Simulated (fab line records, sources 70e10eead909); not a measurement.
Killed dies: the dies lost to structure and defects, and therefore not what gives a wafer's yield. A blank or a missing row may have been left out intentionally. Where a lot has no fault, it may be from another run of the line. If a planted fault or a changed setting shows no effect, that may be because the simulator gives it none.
The tool behind it: which one?	flow nand_harc	24 lots, 72 wafers sampled, at 3 steps of a route of 1302

WHAT EACH GAUGE READ, for each wafer
NHARC_A_CONTACT_CD_MEAS_53.
lot	measured	on	cd_nm (nm)
L074	day 21 09:02	cd_sem-02	289.7 289.8 289.5
L075	day 22 04:25	cd_sem-03	289.1 290.5 290.2
L076	day 22 13:37	cd_sem-02	291.5 290.8 291.3
L077	day 23 03:21	cd_sem-01	288.7 289.3 288.6
L078	day 23 04:07	cd_sem-02	289.6 288.8 289.7
L080	day 23 18:47	cd_sem-02	288.4 288.9 288.3
L079	day 24 06:11	cd_sem-01	288.9 288.9 289.4
L081	day 25 06:39	cd_sem-02	289.5 290.4 290.3
L082	day 25 07:33	cd_sem-01	291.1 292.0 291.6
L083	day 25 17:26	cd_sem-01	289.9 291.1 290.1
L084	day 26 04:14	cd_sem-03	290.2 290.3 290.6
L085	day 26 08:55	cd_sem-03	289.7 289.6 289.3
L086	day 26 13:29	cd_sem-02	291.1 291.5 290.9
L088	day 27 06:24	cd_sem-03	289.6 289.7 289.2
L087	day 27 11:06	cd_sem-01	290.6 290.1 290.1
L089	day 27 12:16	cd_sem-02	288.5 289.0 288.2
L091	day 27 21:34	cd_sem-02	290.2 289.9 290.3
L090	day 27 22:14	cd_sem-03	289.6 289.7 289.7
L092	day 29 09:04	cd_sem-01	287.3 288.3 288.0
L093	day 29 10:50	cd_sem-02	289.3 289.8 288.8
L094	day 29 21:21	cd_sem-01	290.0 289.4 289.3
L095	day 30 02:22	cd_sem-03	290.5 290.2 289.4
L096	day 31 01:29	cd_sem-02	289.9 290.2 289.7
L097	day 31 10:39	cd_sem-01	289.4 289.9 290.0

NHARC_A_CONTACT_INSPECT_10.
lot	measured	on	raw_defect_count
L074	day 22 02:07	defect_inspect-01	103 94 100
L075	day 22 17:52	defect_inspect-01	62 73 60
L076	day 23 02:39	defect_inspect-02	54 39 48
L077	day 23 16:56	defect_inspect-01	143 136 137
L078	day 23 18:44	defect_inspect-01	61 63 79
L080	day 24 09:40	defect_inspect-01	157 161 141
L079	day 24 21:11	defect_inspect-01	64 57 63
L081	day 25 19:32	defect_inspect-01	115 115 88
L082	day 26 00:22	defect_inspect-02	33 40 45
L083	day 26 07:42	defect_inspect-02	138 144 125
L084	day 26 19:35	defect_inspect-01	118 127 116
L085	day 27 00:10	defect_inspect-02	38 36 41
L086	day 27 05:38	defect_inspect-02	71 77 65
L088	day 27 22:03	defect_inspect-02	92 88 107
L087	day 28 00:12	defect_inspect-02	24 27 21
L089	day 28 05:07	defect_inspect-02	106 103 94
L091	day 28 12:49	defect_inspect-01	66 66 85
L090	day 28 13:22	defect_inspect-02	55 66 57
L092	day 30 00:46	defect_inspect-01	113 90 105
L093	day 30 02:19	defect_inspect-02	35 35 32
L094	day 30 12:42	defect_inspect-02	73 75 72
L095	day 30 15:23	defect_inspect-01	69 84 82
L096	day 31 17:29	defect_inspect-01	30 32 27
L097	day 32 04:44	defect_inspect-01	131 152 137

EACH LOT AND THE TOOL THAT RAN IT (in order: tool; ch and the chambers of the sampled wafers; start)
lot	NHARC_A_CONTACT_STRIP_82
L074	rie_diel-07 ch 0,2,3, day 22 02:07 or earlier
L075	rie_diel-07 ch 1,3, day 22 17:52 or earlier
L076	rie_diel-12 ch 1,3, day 23 02:39 or earlier
L077	rie_diel-12 ch 0,1,3, day 23 16:56 or earlier
L078	rie_diel-07 ch 0,3, day 23 18:44 or earlier
L080	rie_diel-07 ch 0,3, day 24 09:40 or earlier
L079	rie_diel-12 ch 0,1,3, day 24 21:11 or earlier
L081	rie_diel-07 ch 0,1, day 25 19:32 or earlier
L082	rie_diel-07 ch 0,1, day 26 00:22 or earlier
L083	rie_diel-12 ch 1,3, day 26 07:42 or earlier
L084	rie_diel-01 ch 1,3, day 26 19:35 or earlier
L085	rie_diel-01 ch 0,1,3, day 27 00:10 or earlier
L086	rie_diel-01 ch 2,3, day 27 05:38 or earlier
L088	rie_diel-01 ch 0,2,3, day 27 22:03 or earlier
L087	rie_diel-12 ch 0,1,2, day 28 00:12 or earlier
L089	rie_diel-07 ch 0,1,2, day 28 05:07 or earlier
L091	rie_diel-01 ch 1,3, day 28 12:49 or earlier
L090	rie_diel-12 ch 1,2, day 28 08:47
L092	rie_diel-12 ch 2,3, day 30 00:46 or earlier
L093	rie_diel-01 ch 0,3, day 30 02:19 or earlier
L094	rie_diel-12 ch 1,2,3, day 30 12:42 or earlier
L095	rie_diel-12 ch 0,1, day 30 15:23 or earlier
L096	rie_diel-01 ch 0,2, day 31 12:17
L097	rie_diel-12 ch 1,2, day 32 04:44 or earlier
- NHARC_A_CONTACT_STRIP_82: strips in O2.

AS READ BY THE TOOLS THEMSELVES (means over the sampled wafers that have a number; for cases with no such wafer, the mark the record gives instead)
NHARC_A_CONTACT_STRIP_82.
lot	tool	drypump_motor_current_A (A)	oes_product_au (a.u.)	rf_vpp_V (V)	showerhead_plenum_p_Torr (Torr)	throttle_valve_pct (%)
L074	rie_diel-07	5.9	1.003	58.1	3.69	17.037
L075	rie_diel-07	5.7	1.005	58.7	3.56	17.035
L076	rie_diel-12	6.2	1.009	58.3	3.69	17.029
L077	rie_diel-12	5.8	0.992	58.6	3.68	17.045
L078	rie_diel-07	5.9	0.996	58.4	3.72	17.049
L080	rie_diel-07	5.9	0.998	58.0	3.72	17.037
L079	rie_diel-12	5.8	0.996	57.8	3.68	17.035
L081	rie_diel-07	5.6	0.995	57.9	3.42	17.042
L082	rie_diel-07	5.8	0.989	58.3	3.57	17.047
L083	rie_diel-12	6.0	0.991	58.2	3.69	17.044
L084	rie_diel-01	5.7	0.996	56.7	3.40	17.036
L085	rie_diel-01	5.4	1.007	57.0	3.49	17.042
L086	rie_diel-01	5.3	0.979	58.4	3.64	17.041
L088	rie_diel-01	5.2	0.996	57.7	3.61	17.034
L087	rie_diel-12	5.4	0.996	57.4	3.55	17.027
L089	rie_diel-07	5.7	1.000	57.7	3.52	17.037
L091	rie_diel-01	5.4	0.993	58.3	3.36	17.032
L090	rie_diel-12	5.6	1.004	56.6	3.56	17.025
L092	rie_diel-12	5.9	1.005	57.5	3.55	17.033
L093	rie_diel-01	5.0	0.988	57.9	3.44	17.036
L094	rie_diel-12	5.8	0.999	58.3	3.55	17.039
L095	rie_diel-12	5.5	0.990	57.8	3.66	17.039
L096	rie_diel-01	5.2	0.997	58.7	3.71	17.030
L097	rie_diel-12	5.4	0.995	56.8	3.42	17.029

THE ANSWER, worked out from the rows above alone
Rule: the usual values come from the lots themselves. The widest of any qualifying gaps counts: lots, ordered by their means at a reading, are off when they make up no more than a third of the lots, leave a main group of 4 or more, and stand apart from it by 3 or more times the standard deviation of that group's means. Not used: any main group whose means are identical at the precision the tables above print for the reading. Also off: a lot with no number at a reading for which 4 or more lots have one. Any other lot the step has rows for is counted as sound. After the gauges, taken in route order, come the tools' own readings; for these a lot's mean is taken, as printed above. The first step at which some lot is off is used, and at that step the reading that is off furthest; a lot without a number counts as furthest.
No lot is off at any reading shown: from this, nothing can be told.

WHAT HAD BEEN PUT IN BY THE SIMULATOR
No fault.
